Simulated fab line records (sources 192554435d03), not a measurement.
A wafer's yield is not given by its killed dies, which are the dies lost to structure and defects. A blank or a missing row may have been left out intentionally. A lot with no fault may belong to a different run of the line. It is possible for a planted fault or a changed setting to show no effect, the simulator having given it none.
fab line records / flow n5_finfet
[record] lots = 4 wafers = 11 last_day = 21
route steps=1938 shown FIN_CUT@178 STI_FIN_REVEAL@183 DUMMY_GATE@212 BEOL_M4@1111 PASSIVATION@1936
lots untouched by any fault: they come from a run of this same line in which no faults occurred
start_h: hours from the record's opening day to when the first of the lot's shown wafers began / wait_h: hours from the lot's prior step to this one / " the same as in the row above / L1.1+2: a row that stands for several wafers / - either no value or no given start / * or withheld: withheld / < > ~ a bound
route shown NAME@n: a module of which the file shows steps, and the number in the route of the first / usual: mean/standard deviation taken from wafers without a fault / same: alike in all rows / chamber/n: place in a boat / sites: readings site by site / _std_site: standard deviation across them / _edge_site: outer sites' mean less inner sites' / radius_mm: for every site, how far away it sits from the centre of the wafer / mask NAME#n: copy n / behind: the tool/chamber that last shaped the wafer / hold: why the lot was held/for how many hours/how that ended / device: the transistor (n, p or np) that didn't switch / end of line: the tests these same wafers got at the end of their route / a step with no rows: only its recipe / killed: count of dies lost to structure and defects at first sort (not the wafer's yield) / map: a wafer's dies, x killed, . not, _ none there
set.NAME: setting as actually run; set.NAME@STEP: the setting as run at that earlier step / model.NAME: the simulator's own value behind a step, which no gauge read
certain route steps with their lots: each step a table, each wafer a row
services: when a tool's chamber went out of use (start_h, in hours from the record's first day, below 0 if earlier), for how many hours, and the reason
[[steps]]
[step N5_FIN_CUT_STRIP_22]
[recipe] chemistry = N2/H2 power_w = 500 temp_c = 40 pressure_mtorr = 50 rf_frequency_hz = 6e+07 overash_fraction = 0.3 bias_power_w = 8 h2_frac = 0.5 n2_flow_sccm = 300 h2_flow_sccm = 300
[step N5_FIN_CUT_PRECLEAN_36]
[recipe] chemistry = O3/DIW time_s = 60 temp_c = 22 o3_ppm = 10
[step N5_FIN_CUT_SRD_32]
[recipe] dry = ipa_marangoni time_s = 30 temp_c = 23 rinse_liquid = diw
[step N5_FIN_CUT_UV_OZONE_34]
[recipe] time_s = 120 pressure_torr = 760 temp_c = 25
[step N5_STI_FIN_REVEAL_ALD_00]
[recipe] material = SiO2 target_thk_a = 10 temp_c = 300 ald_precursor_family = BDEAS ald_co_reactant = O2-plasma pulse_time_s = 1 pressure_torr = 2
[step N5_STI_FIN_REVEAL_ALD_14]
[recipe] material = Si3N4 target_thk_a = 30 temp_c = 400 ald_precursor_family = SiH2I2 ald_co_reactant = N2/H2-plasma pressure_torr = 2
[step N5_STI_FIN_REVEAL_FCVD_FILL_01]
[recipe] material = SiO2_flowable target_thk_a = 3120 temp_c = 100 pressure_torr = 0.8 rf_w = 2000 time_s = 512.2
[step N5_STI_FIN_REVEAL_DENSIFY_02]
[recipe] temp_c = 650 ambient = steam time_s = 1800 idle_temp_c = 400 densification_p_h2o_torr = 640
[step N5_STI_FIN_REVEAL_CMP_04]
[recipe] stop_on = Si3N4 t_overpolish_s = 4 down_force_psi = 2 platen_rpm = 54.18 post_cmp_clean = alkaline_brush pad_velocity_m_s = 1.078 target_thk_nm = 131.83
[step N5_STI_FIN_REVEAL_DENSIFY_30]
[recipe] temp_c = * time_s = * ambient = N2 idle_temp_c = 600 ramp_up_c_per_s = 150 ramp_down_c_per_s = 60 cool_to_c = 600
[step N5_STI_FIN_REVEAL_ETCHBACK_08]
[recipe] chemistry = C4F6/O2 target = SiO2 target_depth_a = 305 time_s = 10.167 ion_energy_ev = 250 pressure_mtorr = 30 source_w = 345 bias_w = 185 Ar_flow_sccm = 300 C4F6_flow_sccm = 10 O2_flow_sccm = 10
[usual] drypump_motor_current_A = 6.0/0.42 oes_product_au = 0.81/0.094 rf_vpp_V = 668/19 showerhead_plenum_p_Torr = 2.88/0.11 throttle_valve_pct = 21.06/0.22
lot.wafer=L602.1 tool=rie_diel-04 chamber=1 start_h=106.44 wait_h=0.2 drypump_motor_current_A=6.3 oes_product_au=0.95 rf_hours_counter_h=12 rf_vpp_V=646 showerhead_plenum_p_Torr=2.93 throttle_valve_pct=21.27
lot.wafer=L602.2 tool=rie_diel-04 chamber=3 start_h=106.44 wait_h=0.2 drypump_motor_current_A=5.6 oes_product_au=0.73 rf_hours_counter_h=218 rf_vpp_V=679 showerhead_plenum_p_Torr=2.91 throttle_valve_pct=21.10
lot.wafer=L603.1 tool=rie_diel-04 chamber=2 start_h=111.51 wait_h=0.2 drypump_motor_current_A=5.7 oes_product_au=0.83 rf_hours_counter_h=73 rf_vpp_V=705 showerhead_plenum_p_Torr=2.87 throttle_valve_pct=20.96
lot.wafer=L603.2 tool=rie_diel-04 chamber=3 start_h=111.51 wait_h=0.2 drypump_motor_current_A=5.7 oes_product_au=0.73 rf_hours_counter_h=219 rf_vpp_V=681 showerhead_plenum_p_Torr=2.91 throttle_valve_pct=21.09
lot.wafer=L603.4 tool=rie_diel-04 chamber=0 start_h=111.51 wait_h=0.2 drypump_motor_current_A=5.1 oes_product_au=0.69 rf_hours_counter_h=218 rf_vpp_V=625 showerhead_plenum_p_Torr=2.77 throttle_valve_pct=21.17
lot.wafer=L605.2 tool=rie_diel-04 chamber=1 start_h=118.12 wait_h=0.2 drypump_motor_current_A=6.3 oes_product_au=0.93 rf_hours_counter_h=16 rf_vpp_V=645 showerhead_plenum_p_Torr=2.93 throttle_valve_pct=21.26
lot.wafer=L605.3 tool=rie_diel-04 chamber=3 start_h=118.12 wait_h=0.2 drypump_motor_current_A=5.7 oes_product_au=0.73 rf_hours_counter_h=222 rf_vpp_V=680 showerhead_plenum_p_Torr=2.90 throttle_valve_pct=21.10
lot.wafer=L605.4 tool=rie_diel-04 chamber=2 start_h=118.12 wait_h=0.2 drypump_motor_current_A=5.7 oes_product_au=0.83 rf_hours_counter_h=75 rf_vpp_V=704 showerhead_plenum_p_Torr=2.87 throttle_valve_pct=20.96
lot.wafer=L613.2 tool=rie_diel-01 chamber=1 start_h=166.49 wait_h=0.2 drypump_motor_current_A=5.9 oes_product_au=0.68 rf_hours_counter_h=226 rf_vpp_V=674 showerhead_plenum_p_Torr=2.79 throttle_valve_pct=21.28
lot.wafer=L613.3 tool=rie_diel-01 chamber=0 start_h=166.49 wait_h=0.2 drypump_motor_current_A=6.2 oes_product_au=0.83 rf_hours_counter_h=69 rf_vpp_V=658 showerhead_plenum_p_Torr=3.03 throttle_valve_pct=21.22
lot.wafer=L613.4 tool=rie_diel-01 chamber=2 start_h=166.49 wait_h=0.2 drypump_motor_current_A=5.6 oes_product_au=0.75 rf_hours_counter_h=- rf_vpp_V=680 showerhead_plenum_p_Torr=2.84 throttle_valve_pct=20.98
[step N5_STI_FIN_REVEAL_STRIP_24]
[recipe] chemistry = N2/H2 time_s = 90 power_w = 100 temp_c = 40 pressure_mtorr = 100 rf_frequency_hz = 6e+07 bias_power_w = 3 n2_flow_sccm = 300 h2_flow_sccm = 300
[step N5_STI_FIN_REVEAL_PRECLEAN_25]
[recipe] chemistry = SPM time_s = 90 temp_c = 120 mix = 4:1
[step N5_STI_FIN_REVEAL_PRECLEAN_26]
[recipe] chemistry = SC1 time_s = 45 temp_c = 46 mix = 1:2:100
[step N5_STI_FIN_REVEAL_PRECLEAN_29]
[recipe] chemistry = DHF time_s = 30 temp_c = 25 dilution = 300:1
[step N5_STI_FIN_REVEAL_SRD_12]
[recipe] time_s = 30 temp_c = 23 rinse_liquid = diw dry = ipa_marangoni
[step N5_STI_FIN_REVEAL_RECESS_09]
[recipe] chemistry = HF/NH3 target = SiO2 afs_cycles = 11 target_depth_a = 425 temp_c = 30 sublimation_temp_c = 180 sublimation_time_s = 60
[step N5_STI_FIN_REVEAL_STRIP_16]
[recipe] chemistry = H3PO4 material = SiNx temp_c = 165 target_depth_a = 238 overetch_fraction = 0.4964 dry = ipa_marangoni
[step N5_STI_FIN_REVEAL_PRECLEAN_17]
[recipe] chemistry = NF3:NH3 afs_cycles = 1 temp_c = 30 time_s = 20 sublimation_temp_c = 180 sublimation_time_s = 60 pressure_torr = 3 rf_power_w = 30
[step N5_STI_FIN_REVEAL_ETCH_34]
[recipe] chemistry = H2 mode = isotropic material = Si target = Si target_depth_a = 9.7 temp_c = 20 pressure_mtorr = 4.5 icp_w = 300 bias_w = 0 h2_flow_sccm = 7.5 he_flow_sccm = 142.5
[step N5_STI_FIN_REVEAL_OXIDATION_31]
[recipe] chemistry = O2_PLASMA_REMOTE temp_c = 150 time_s = 20 pressure_mtorr = 1000 source_power_w = 2000 o2_flow_sccm = 3000
[step N5_STI_FIN_REVEAL_PRECLEAN_32]
[recipe] chemistry = NF3:NH3 afs_cycles = 1 temp_c = 30 time_s = 20 sublimation_temp_c = 180 sublimation_time_s = 60 pressure_torr = 3 rf_power_w = 30
[step N5_STI_FIN_REVEAL_STRIP_35]
[recipe] chemistry = H3PO4 material = Si3N4 temp_c = 165 target_depth_a = 40 time_s = 39
[step N5_STI_FIN_REVEAL_SRD_21]
[recipe] dry = ipa_marangoni time_s = 30 temp_c = 23 rinse_liquid = diw
[step N5_STI_FIN_REVEAL_OXIDATION_33]
[recipe] chemistry = O2_PLASMA_REMOTE temp_c = 150 time_s = 20 pressure_mtorr = 1000 source_power_w = 2000 o2_flow_sccm = 3000
[step N5_STI_FIN_REVEAL_CLEAN_19]
[recipe] chemistry = O3/DIW temp_c = 25 time_s = 120 o3_ppm = 10
[step N5_STI_FIN_REVEAL_SRD_23]
[recipe] dry = ipa_marangoni time_s = 30 temp_c = 23 rinse_liquid = diw
[step N5_STI_FIN_REVEAL_FIN_H_MEAS_10]
[usual] trench_depth_nm = 52.0/0.77
lot.wafer=L602.1 tool=ocd-01 chamber=- start_h=109.92 wait_h=0.0 trench_depth_nm=51.9
lot.wafer=L602.2 tool=ocd-01 chamber=- start_h=109.92 wait_h=0.0 trench_depth_nm=53.7
lot.wafer=L603.1 tool=ocd-01 chamber=- start_h=115.00 wait_h=0.0 trench_depth_nm=43.7
lot.wafer=L603.2 tool=ocd-01 chamber=- start_h=115.00 wait_h=0.0 trench_depth_nm=43.9
lot.wafer=L603.4 tool=ocd-01 chamber=- start_h=115.00 wait_h=0.0 trench_depth_nm=42.8
lot.wafer=L605.2 tool=ocd-01 chamber=- start_h=121.08 wait_h=0.0 trench_depth_nm=43.2
lot.wafer=L605.3 tool=ocd-01 chamber=- start_h=121.08 wait_h=0.0 trench_depth_nm=44.2
lot.wafer=L605.4 tool=ocd-01 chamber=- start_h=121.08 wait_h=0.0 trench_depth_nm=43.5
lot.wafer=L613.2 tool=ocd-02 chamber=- start_h=169.45 wait_h=0.0 trench_depth_nm=52.2
lot.wafer=L613.3 tool=ocd-02 chamber=- start_h=169.45 wait_h=0.0 trench_depth_nm=51.6
lot.wafer=L613.4 tool=ocd-02 chamber=- start_h=169.45 wait_h=0.0 trench_depth_nm=51.9
[step N5_STI_FIN_REVEAL_PRECLEAN_18]
[recipe] chemistry = SC2 time_s = 45 temp_c = 35 mix = 1:1:50
[step N5_STI_FIN_REVEAL_SRD_28]
[recipe] dry = ipa_marangoni time_s = 30 temp_c = 23 rinse_liquid = diw
[step N5_DUMMY_GATE_PRECLEAN_00]
[recipe] chemistry = O3/DIW time_s = 60 temp_c = 22 o3_ppm = 10
[step N5_DUMMY_GATE_SRD_01]
[recipe] time_s = 30 temp_c = 23 rinse_liquid = diw dry = ipa_marangoni
[step N5_DUMMY_GATE_ALD_02]
[recipe] material = SiO2 target_thk_a = 20 temp_c = 300 ald_precursor_family = BDEAS ald_co_reactant = O2-plasma pulse_time_s = 1 pressure_torr = 2
[step N5_DUMMY_GATE_CVD_03]
[recipe] material = a-Si target_thk_a = 1500 temp_c = 530 precursor = SiH4 time_s = 8042
[step N5_DUMMY_GATE_PRECLEAN_46]
[recipe] chemistry = DIW time_s = 89.5 temp_c = 23
[step N5_DUMMY_GATE_SRD_47]
[recipe] dry_time_s = 32 dry = n2_spin spin_rpm = 1500
[step N5_DUMMY_GATE_CMP_04]
[recipe] material = a-Si post_cmp_clean = alkaline_brush
[step N5_BEOL_M4_RC_MEAS_101]
[usual] DIBL_N = 37.7/2 DIBL_P = 37.7/2.3 IOFF_N = 0.18/0.039 IOFF_N_85C = 3.5/0.62 IOFF_N_LIN = 0.083/0.014 IOFF_P = 0.23/0.042 IOFF_P_85C = 3.9/0.6 IOFF_P_LIN = 0.105/0.014 ION_N = 681/12 ION_P = 463/8 REXT_P = 101.1/2 SS_N = 71.9/0.68 SS_P = 73.6/0.71 VT_N = 248/3.2 VT_P = -249/3.1
lot.wafer=L602.1 tool=prober-01 chamber=0 start_h=317.17 wait_h=0.0 DIBL_N[mV/V]=39.6 DIBL_P[mV/V]=39.1 IOFF_N[nA/um]=0.22 IOFF_N_85C[nA/um]=4.1 IOFF_N_LIN[nA/um]=0.094 IOFF_P[nA/um]=0.26 IOFF_P_85C[nA/um]=4.4 IOFF_P_LIN[nA/um]=0.119 ION_N[uA/um]=696 ION_P[uA/um]=469 REXT_P[ohm.um]=99.7 SS_N[mV/dec]=72.3 SS_P[mV/dec]=73.6 VT_N[mV]=241 VT_P[mV]=-246
lot.wafer=L602.2 tool=prober-01 chamber=0 start_h=317.17 wait_h=0.0 DIBL_N[mV/V]=39.3 DIBL_P[mV/V]=39.7 IOFF_N[nA/um]=0.19 IOFF_N_85C[nA/um]=3.6 IOFF_N_LIN[nA/um]=0.086 IOFF_P[nA/um]=0.27 IOFF_P_85C[nA/um]=4.5 IOFF_P_LIN[nA/um]=0.118 ION_N[uA/um]=701 ION_P[uA/um]=477 REXT_P[ohm.um]=100.2 SS_N[mV/dec]=71.6 SS_P[mV/dec]=73.5 VT_N[mV]=246 VT_P[mV]=-249
lot.wafer=L603.1 tool=prober-02 chamber=0 start_h=326.75 wait_h=0.0 DIBL_N[mV/V]=- DIBL_P[mV/V]=60.5 IOFF_N[nA/um]=- IOFF_N_85C[nA/um]=- IOFF_N_LIN[nA/um]=- IOFF_P[nA/um]=4.82 IOFF_P_85C[nA/um]=50.4 IOFF_P_LIN[nA/um]=0.273 ION_N[uA/um]=- ION_P[uA/um]=401 REXT_P[ohm.um]=112.5 SS_N[mV/dec]=- SS_P[mV/dec]=103.6 VT_N[mV]=- VT_P[mV]=-243
lot.wafer=L603.2 tool=prober-02 chamber=0 start_h=326.75 wait_h=0.0 DIBL_N[mV/V]=115.1 DIBL_P[mV/V]=58.7 IOFF_N[nA/um]=34.56 IOFF_N_85C[nA/um]=289.8 IOFF_N_LIN[nA/um]=0.470 IOFF_P[nA/um]=4.15 IOFF_P_85C[nA/um]=45.2 IOFF_P_LIN[nA/um]=0.237 ION_N[uA/um]=605 ION_P[uA/um]=402 REXT_P[ohm.um]=111.6 SS_N[mV/dec]=156.7 SS_P[mV/dec]=104.3 VT_N[mV]=246 VT_P[mV]=-248
lot.wafer=L603.4 tool=prober-02 chamber=0 start_h=326.75 wait_h=0.0 DIBL_N[mV/V]=- DIBL_P[mV/V]=98.7 IOFF_N[nA/um]=- IOFF_N_85C[nA/um]=- IOFF_N_LIN[nA/um]=- IOFF_P[nA/um]=32.18 IOFF_P_85C[nA/um]=247.8 IOFF_P_LIN[nA/um]=0.646 ION_N[uA/um]=- ION_P[uA/um]=399 REXT_P[ohm.um]=114.7 SS_N[mV/dec]=- SS_P[mV/dec]=152.7 VT_N[mV]=- VT_P[mV]=-250
lot.wafer=L605.2 tool=prober-01 chamber=0 start_h=349.89 wait_h=0.2 DIBL_N[mV/V]=81.7 DIBL_P[mV/V]=84.5 IOFF_N[nA/um]=11.96 IOFF_N_85C[nA/um]=115.9 IOFF_N_LIN[nA/um]=0.301 IOFF_P[nA/um]=21.52 IOFF_P_85C[nA/um]=174.3 IOFF_P_LIN[nA/um]=0.531 ION_N[uA/um]=595 ION_P[uA/um]=408 REXT_P[ohm.um]=106.8 SS_N[mV/dec]=126.0 SS_P[mV/dec]=134.9 VT_N[mV]=246 VT_P[mV]=-243
lot.wafer=L605.3 tool=prober-01 chamber=0 start_h=349.89 wait_h=0.2 DIBL_N[mV/V]=86.5 DIBL_P[mV/V]=64.2 IOFF_N[nA/um]=11.67 IOFF_N_85C[nA/um]=113.5 IOFF_N_LIN[nA/um]=0.256 IOFF_P[nA/um]=7.01 IOFF_P_85C[nA/um]=68.3 IOFF_P_LIN[nA/um]=0.299 ION_N[uA/um]=593 ION_P[uA/um]=403 REXT_P[ohm.um]=106.6 SS_N[mV/dec]=133.0 SS_P[mV/dec]=115.2 VT_N[mV]=247 VT_P[mV]=-247
lot.wafer=L605.4 tool=prober-01 chamber=0 start_h=349.89 wait_h=0.2 DIBL_N[mV/V]=65.3 DIBL_P[mV/V]=87.0 IOFF_N[nA/um]=3.84 IOFF_N_85C[nA/um]=44.3 IOFF_N_LIN[nA/um]=0.160 IOFF_P[nA/um]=21.96 IOFF_P_85C[nA/um]=178.9 IOFF_P_LIN[nA/um]=0.535 ION_N[uA/um]=581 ION_P[uA/um]=410 REXT_P[ohm.um]=106.9 SS_N[mV/dec]=108.8 SS_P[mV/dec]=139.7 VT_N[mV]=252 VT_P[mV]=-246
lot.wafer=L613.2 tool=prober-02 chamber=0 start_h=389.25 wait_h=0.2 DIBL_N[mV/V]=33.0 DIBL_P[mV/V]=31.6 IOFF_N[nA/um]=0.11 IOFF_N_85C[nA/um]=2.3 IOFF_N_LIN[nA/um]=0.055 IOFF_P[nA/um]=0.16 IOFF_P_85C[nA/um]=2.9 IOFF_P_LIN[nA/um]=0.084 ION_N[uA/um]=654 ION_P[uA/um]=450 REXT_P[ohm.um]=103.4 SS_N[mV/dec]=70.5 SS_P[mV/dec]=72.0 VT_N[mV]=255 VT_P[mV]=-252
lot.wafer=L613.3 tool=prober-02 chamber=0 start_h=389.25 wait_h=0.2 DIBL_N[mV/V]=36.0 DIBL_P[mV/V]=36.1 IOFF_N[nA/um]=0.16 IOFF_N_85C[nA/um]=3.0 IOFF_N_LIN[nA/um]=0.071 IOFF_P[nA/um]=0.22 IOFF_P_85C[nA/um]=3.8 IOFF_P_LIN[nA/um]=0.103 ION_N[uA/um]=661 ION_P[uA/um]=457 REXT_P[ohm.um]=103.1 SS_N[mV/dec]=71.9 SS_P[mV/dec]=74.1 VT_N[mV]=248 VT_P[mV]=-250
lot.wafer=L613.4 tool=prober-02 chamber=0 start_h=389.25 wait_h=0.2 DIBL_N[mV/V]=35.5 DIBL_P[mV/V]=35.9 IOFF_N[nA/um]=0.17 IOFF_N_85C[nA/um]=3.2 IOFF_N_LIN[nA/um]=0.077 IOFF_P[nA/um]=0.21 IOFF_P_85C[nA/um]=3.8 IOFF_P_LIN[nA/um]=0.105 ION_N[uA/um]=680 ION_P[uA/um]=470 REXT_P[ohm.um]=102.6 SS_N[mV/dec]=71.7 SS_P[mV/dec]=72.5 VT_N[mV]=249 VT_P[mV]=-246
[step N5_PASSIVATION_PROBE_49]
[usual] defect_limited_yield = 91.1/1.4 killed_at_M0_to_M3 = 34/9.6 killed_at_M4_up = 15/5.3 killed_at_contacts = 12/6.1 killed_at_front_end = 40/11 killed_at_other = 3.5/2.8 killed_dies = 105/17 killed_open = 70/12 killed_short = 34/7.7 sort_bin_4_leakage = 0.01/0.07 sort_bin_5_function = 5.2/0.97 sort_bin_6_memory = 3.4/0.62 sort_n_pass = 1075/17 sort_yield_pct = 91.1/1.4
[same] gross_dies = 1180 killed_at_back_side = 0 sort_bin_8_speed[%] = 0
lot.wafer=L602.2 tool=prober-01 chamber=- start_h=420.57 wait_h=0.1 defect_limited_yield[%]=89.9 killed_at_M0_to_M3=48 killed_at_M4_up=19 killed_at_contacts=7 killed_at_front_end=39 killed_at_other=6 killed_dies=119 killed_open=75 killed_short=44 sort_bin_4_leakage[%]=0 sort_bin_5_function[%]=6.4 sort_bin_6_memory[%]=3.4 sort_n_pass=1061 sort_yield_pct[%]=89.9
lot.wafer=L603.1 tool=prober-01 chamber=- start_h=433.44 wait_h=0.0 defect_limited_yield[%]=91.9 killed_at_M0_to_M3=29 killed_at_M4_up=17 killed_at_contacts=10 killed_at_front_end=36 killed_at_other=3 killed_dies=95 killed_open=71 killed_short=24 sort_bin_4_leakage[%]=91.95 sort_bin_5_function[%]=4.3 sort_bin_6_memory[%]=3.6 sort_n_pass=0 sort_yield_pct[%]=0
lot.wafer=L603.2 tool=prober-01 chamber=- start_h=433.49 wait_h=0.1 defect_limited_yield[%]=90.8 killed_at_M0_to_M3=30 killed_at_M4_up=14 killed_at_contacts=31 killed_at_front_end=32 killed_at_other=1 killed_dies=108 killed_open=80 killed_short=28 sort_bin_4_leakage[%]=90.85 sort_bin_5_function[%]=5.4 sort_bin_6_memory[%]=3.1 sort_n_pass=0 sort_yield_pct[%]=0
lot.wafer=L603.4 tool=prober-01 chamber=- start_h=433.59 wait_h=0.2 defect_limited_yield[%]=93.7 killed_at_M0_to_M3=35 killed_at_M4_up=14 killed_at_contacts=9 killed_at_front_end=16 killed_at_other=0 killed_dies=74 killed_open=57 killed_short=15 sort_bin_4_leakage[%]=93.73 sort_bin_5_function[%]=3.7 sort_bin_6_memory[%]=2.2 sort_n_pass=0 sort_yield_pct[%]=0
lot.wafer=L605.2 tool=prober-02 chamber=- start_h=462.19 wait_h=0.1 defect_limited_yield[%]=91.3 killed_at_M0_to_M3=21 killed_at_M4_up=31 killed_at_contacts=3 killed_at_front_end=46 killed_at_other=2 killed_dies=103 killed_open=69 killed_short=25 sort_bin_4_leakage[%]=91.27 sort_bin_5_function[%]=4.6 sort_bin_6_memory[%]=3.4 sort_n_pass=0 sort_yield_pct[%]=0
lot.wafer=L605.3 tool=prober-02 chamber=- start_h=462.24 wait_h=0.1 defect_limited_yield[%]=90.0 killed_at_M0_to_M3=37 killed_at_M4_up=21 killed_at_contacts=9 killed_at_front_end=50 killed_at_other=1 killed_dies=118 killed_open=89 killed_short=28 sort_bin_4_leakage[%]=90.00 sort_bin_5_function[%]=6.5 sort_bin_6_memory[%]=3.3 sort_n_pass=0 sort_yield_pct[%]=0
lot.wafer=L605.4 tool=prober-02 chamber=- start_h=462.29 wait_h=0.2 defect_limited_yield[%]=90.0 killed_at_M0_to_M3=42 killed_at_M4_up=20 killed_at_contacts=8 killed_at_front_end=40 killed_at_other=8 killed_dies=118 killed_open=72 killed_short=46 sort_bin_4_leakage[%]=90.00 sort_bin_5_function[%]=6.4 sort_bin_6_memory[%]=3.4 sort_n_pass=0 sort_yield_pct[%]=0
// killed by level:class
L602.2 BEOL_M0_SAQP:geometric_particle:open=22 BEOL_M4:geometric_particle:open=10 FIN_SAQP:geometric_particle:open=9 BEOL_M0_SAQP:geometric_particle:short=9 FIN_SAQP:geometric_particle:short=8 MOL_CONTACT_COAG:geometric_particle:open=7 GATE_CUT:geometric_particle:open=6 BEOL_M2:geometric_particle:short=5
L603.1 STI_FIN_REVEAL:geometric_particle:open=11 BEOL_M3:geometric_particle:open=10 MOL_CONTACT_COAG:geometric_particle:open=8 BEOL_M4:geometric_particle:open=7 BEOL_M1:geometric_particle:open=7 FIN_SAQP:geometric_particle:open=4 GATE_CUT:geometric_particle:short=4 GATE_CUT:geometric_particle:open=4
L603.2 MOL_CONTACT_COAG:geometric_particle:open=28 BEOL_M3:geometric_particle:open=15 BEOL_M4:geometric_particle:open=9 GATE_CUT:geometric_particle:short=7 STI_FIN_REVEAL:geometric_particle:open=6 GATE_CUT:geometric_particle:open=5 STARTING-WAFER:geometric_particle:short=5 BEOL_M0_SAQP:geometric_particle:open=4
L603.4 BEOL_M3:geometric_particle:open=15 BEOL_M4:geometric_particle:open=9 MOL_CONTACT_COAG:geometric_particle:open=8 BEOL_M2:geometric_particle:open=8 BEOL_M3:geometric_particle:short=5 STARTING-WAFER:geometric_particle:open=4 FIN_SAQP:geometric_particle:open=2 FIN_SAQP:geometric_particle:short=2
L605.2 BEOL_M4:geometric_particle:open=16 STI_FIN_REVEAL:geometric_particle:open=12 BEOL_M3:geometric_particle:open=12 FIN_SAQP:geometric_particle:short=8 HKMG_FIN:area_etch=8 FIN_SAQP:geometric_particle:open=6 BEOL_M4:geometric_particle:short=4 DUMMY_GATE:geometric_particle:open=3
L605.3 STI_FIN_REVEAL:geometric_particle:open=28 BEOL_M0_SAQP:geometric_particle:open=9 BEOL_M3:geometric_particle:open=9 MOL_CONTACT_COAG:geometric_particle:open=8 BEOL_M1:geometric_particle:open=7 BEOL_M0_SAQP:geometric_particle:short=6 BEOL_M7:geometric_particle:short=5 FIN_SAQP:geometric_particle:short=4
L605.4 STI_FIN_REVEAL:geometric_particle:open=19 BEOL_M3:geometric_particle:open=13 BEOL_M4:geometric_particle:open=12 BEOL_M2:geometric_particle:short=9 MOL_CONTACT_COAG:geometric_particle:open=7 FIN_SAQP:geometric_particle:short=6 BEOL_M1:geometric_particle:short=6 GATE_CUT:geometric_particle:short=5
// map L603.2 (x killed, . not)
_________________............________________
______________...x......x.....xx_____________
___________..x.x..................x__________
__________.........................._________
________.............................._______
_______..x..x.................x...x....______
______..........x....x.x................_____
_____.xx....x............................____
____......x........x.xx......x........x...___
___......................x.......x.........__
___x............................x...x......__
__.................xxx...........x...x...x.._
__....x...x.................x.....x........._
_.......x..........x.....x...........x.......
_....x.....x..........x.........x...........x
_...........x...x....x.............x.x.x..x..
_...........................x................
_....x..x......................x.x...........
_........x.....xx...x.........x......x.......
_....x..................xxx......x...........
_............................................
__.x................x.x.......x......xx....._
__....x..x....x.................x..........._
___.........x....x................xx..x.x.x__
___....x.....x....xx..x..x.................__
____.x.........................x..........___
_____x...............................x...____
______.......x..........x..............._____
_______.......x........................______
________.............................._______
__________.x........................_________
___________...x.................x..__________
______________.....x.......x.x.._____________
_________________...x...x....________________
// map L605.3 (x killed, . not)
_________________......x...x.________________
______________..x........x..x..._____________
___________..xx.............x.x....__________
__________.......xx..........x..x..x_________
________.....x.....x..x...x........x.._______
_______.............x.................x______
______....xx...x....x......x...........x_____
_____....x...............x.x.......x..x..____
____xx....xx.................x...........x___
___.xx..........x...................x......__
___.........x................x..x..........__
__..............x.....x....x...xx..........._
__........x.........x.................x..x.._
_.....x....x...........x...x..........x......
_............................x...x...........
_x.x.x.............x.....x...................
_................x...x.......................
_.........x...x..x..........x..x..x..........
_..........................................x.
_.....x........x..x...........xx.x...........
_.......x...x................................
__.....x..x......................xx........._
__.......x...x..................x..x........_
___..........x....xx.............x.........__
___.......x........xx....x.....x...........__
____.....x.........................x.x....___
_____....x............x..................____
______...........xx..........x.........._____
_______.........x......................______
________.............................x_______
__________.................x.....x.._________
___________....x..xx.........x.....__________
______________x................._____________
_________________.....x......________________
[[services]]
tool=rie_diel-01 chamber=- start_h=109.73 hours=14.6 kind=pm
tool=rie_diel-01 chamber=3 start_h=166.05 hours=3.5 kind=repair
[[key]]
[first_sign] step = N5_STI_FIN_REVEAL_FIN_H_MEAS_10 reading = trench_depth_nm direction = down sigmas = 11 usual = 52.0 struck = 43.5
[effect] step = N5_BEOL_M4_RC_MEAS_101 reading = IOFF_N direction = up sigmas = 99+ usual = 0.18 struck = 15.51
[effect] step = N5_BEOL_M4_RC_MEAS_101 reading = IOFF_P direction = up sigmas = 99+ usual = 0.23 struck = 15.27
[effect] step = N5_BEOL_M4_RC_MEAS_101 reading = IOFF_N_85C direction = up sigmas = 99+ usual = 3.5 struck = 140.9
[effect] step = N5_BEOL_M4_RC_MEAS_101 reading = IOFF_P_85C direction = up sigmas = 99+ usual = 3.9 struck = 127.5
[effect] step = N5_BEOL_M4_RC_MEAS_101 reading = SS_N direction = up sigmas = 88 usual = 71.9 struck = 131.1
[effect] step = N5_BEOL_M4_RC_MEAS_101 reading = SS_P direction = up sigmas = 72 usual = 73.6 struck = 125.1
[effect] step = N5_BEOL_M4_RC_MEAS_101 reading = DIBL_N direction = up sigmas = 24 usual = 37.7 struck = 87.1
[effect] step = N5_BEOL_M4_RC_MEAS_101 reading = IOFF_P_LIN direction = up sigmas = 22 usual = 0.105 struck = 0.420
[effect] step = N5_BEOL_M4_RC_MEAS_101 reading = DIBL_P direction = up sigmas = 16 usual = 37.7 struck = 75.6
[effect] step = N5_BEOL_M4_RC_MEAS_101 reading = IOFF_N_LIN direction = up sigmas = 16 usual = 0.083 struck = 0.297
[effect] step = N5_BEOL_M4_RC_MEAS_101 reading = ION_P direction = down sigmas = 7.4 usual = 463 struck = 404
[effect] step = N5_BEOL_M4_RC_MEAS_101 reading = ION_N direction = down sigmas = 7.1 usual = 681 struck = 594
[effect] step = N5_PASSIVATION_PROBE_49 reading = sort_bin_4_leakage direction = up sigmas = 99+ usual = 0.01 struck = 91.30
met_at N5_STI_FIN_REVEAL_ETCHBACK_08
struck_wafers L603.1,L603.2,L603.4,L605.2,L605.3,L605.4
onset_between 106.44 111.51
[fault] kind = process_parameter_drift tool = rie_diel-04 chamber = - onset_h = 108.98 steps = N5_STI_FIN_REVEAL_ETCHBACK_08 channel = time_s offset = * shape = step end_h = 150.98 acts_in = * stated = *
